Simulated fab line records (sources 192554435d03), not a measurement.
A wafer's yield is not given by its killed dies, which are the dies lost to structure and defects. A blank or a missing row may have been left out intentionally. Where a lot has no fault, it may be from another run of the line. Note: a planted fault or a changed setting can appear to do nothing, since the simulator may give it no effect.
A struck lot beside a sound one    flow n5_finfet    16 steps out of a route of 1938
Sound: the wafers L709.1, L709.5, L709.6. The struck wafers were L724.4, L724.5. The cause is named last.
Per side, at each step with rows, come the tool, then ch with its chambers, and then its first start. Under that, the readings that differ: sound wafers    struck wafers    difference of the means    sigmas: that difference in standard deviations of wafers without a fault.
alike: readings whose means differ by less than 2 such deviations, and words and numbers that are the same on both sides. not compared: withheld readings, readings that some wafer has no value for, bounds like >300 that may hide the same value, and numbers for which the record gives no deviation and whose values overlap.
The two part at a step that has a row with sigmas, a row that says differs or no value, or rows on one side only. Numbers that have no deviation but don't overlap get no sigmas and don't part them. A reading missing from all wafers of one side parts the sides only when that side holds two or more wafers.

N5_FIN_SAQP_HM_DEP_72: deposits SiO2 from SiH4/N2O, target thk 12 nm, time 7.2 s.
  sound on pecvd-04 ch 0,1, day 2 09:11; struck on pecvd-04 ch 1,2, day 6 03:53
  alike: heater_power_w, showerhead_plenum_p_Torr
then, 8 steps without rows for these wafers: N5_FIN_SAQP_COAT_49 (time 60 s, resist thk 100 nm); N5_FIN_SAQP_COAT_50 (time 60 s, resist thk 35 nm); N5_FIN_SAQP_COAT_10 (resist thk 90 nm); N5_FIN_SAQP_EBR_12; N5_FIN_SAQP_SOFTBAKE_11 (time 60 s); N5_FIN_SAQP_EXPOSE_13 (exposes mask FIN CORE, target cd 35.6 nm); N5_FIN_SAQP_PEB_14 (peb time 60 s); N5_FIN_SAQP_DEVELOP_15 (develop time 30 s).
N5_FIN_SAQP_CD_MEAS_16 targets a cd of 35.6 nm.
  sound on cd_sem-02 ch 0, day 2 09:40; struck on cd_sem-03 ch 0, day 6 04:19
  alike: cd_nm
N5_FIN_SAQP_OVL_MEAS_17:
  sound on overlay-01 ch 0, day 2 09:42; struck on overlay-02 ch 0, day 6 04:21
  alike: FIN_CORE_OVL
N5_FIN_SAQP_INSPECT_18: inspects for defects (brightfield).
  sound on defect_inspect-02 at day 2 09:44; struck on defect_inspect-01 at day 6 04:22
  alike: raw_defect_count
N5_FIN_SAQP_DESCUM_21: chemistry O2, time 7.9 s.
  sound on rie_diel-06 ch 0,1, day 2 10:13; struck on rie_diel-06 ch 1,2, day 6 04:59
reading                                        sound              struck       difference  sigmas
model.CAR-ArF_of_FIN_SAQP_COAT_10.thk_nm (nm)  83.42 83.62 83.07  85.59 85.35  +2.10       
  alike: bias_power_w, drypump_motor_current_A, oes_product_au, rf_vpp_V, showerhead_plenum_p_Torr, throttle_valve_pct
  not compared: rf_hours_counter_h
N5_FIN_SAQP_ETCH_51: etches SiARC in CF4, target depth 45.5 nm, time 75.8 s.
  sound on rie_diel-06 ch 0,1, day 2 10:16; struck on rie_diel-06 ch 1,2, day 6 05:02
reading                                        sound              struck       difference  sigmas
rf_vpp_V (V)                                   181.8 182.5 183.8  185.9 185.1  +2.8        +2
model.CAR-ArF_of_FIN_SAQP_COAT_10.thk_nm (nm)  50.89 50.99 50.51  53.05 52.7   +2.08       
  alike: drypump_motor_current_A, etch_rf_on_time_s, oes_product_au, showerhead_plenum_p_Torr, throttle_valve_pct
  not compared: rf_hours_counter_h
N5_FIN_SAQP_ETCH_52: etches SOC in N2/H2, target depth 100 nm, overetch 20 nm, time 150 s.
  sound on rie_diel-06 ch 0,1, day 2 10:19; struck on rie_diel-06 ch 1,2, day 6 05:07
  alike: drypump_motor_current_A, oes_product_au, rf_vpp_V, showerhead_plenum_p_Torr, throttle_valve_pct
  not compared: rf_hours_counter_h
-- here the record skips 6 days between the struck wafers' starts before and after, leaving off in module FIN_SAQP and picking up in module BEOL_M4 (first step shown: number 1111 of the route) --
N5_BEOL_M4_RC_MEAS_101:
  sound on prober-02 ch 0, day 9 01:57; struck on prober-01 ch 0, day 12 15:38
  alike: DIBL_N, DIBL_P, IOFF_N, IOFF_P, ION_N, ION_P, SS_N, SS_P, VT_N, VT_P

== WHERE THEY PART ==
At N5_FIN_SAQP_ETCH_51 and nowhere else, as far as this record goes. Later steps at which nothing parts them and some readings are alike: N5_FIN_SAQP_ETCH_52, N5_BEOL_M4_RC_MEAS_101.

WHY: whatever the simulator had introduced
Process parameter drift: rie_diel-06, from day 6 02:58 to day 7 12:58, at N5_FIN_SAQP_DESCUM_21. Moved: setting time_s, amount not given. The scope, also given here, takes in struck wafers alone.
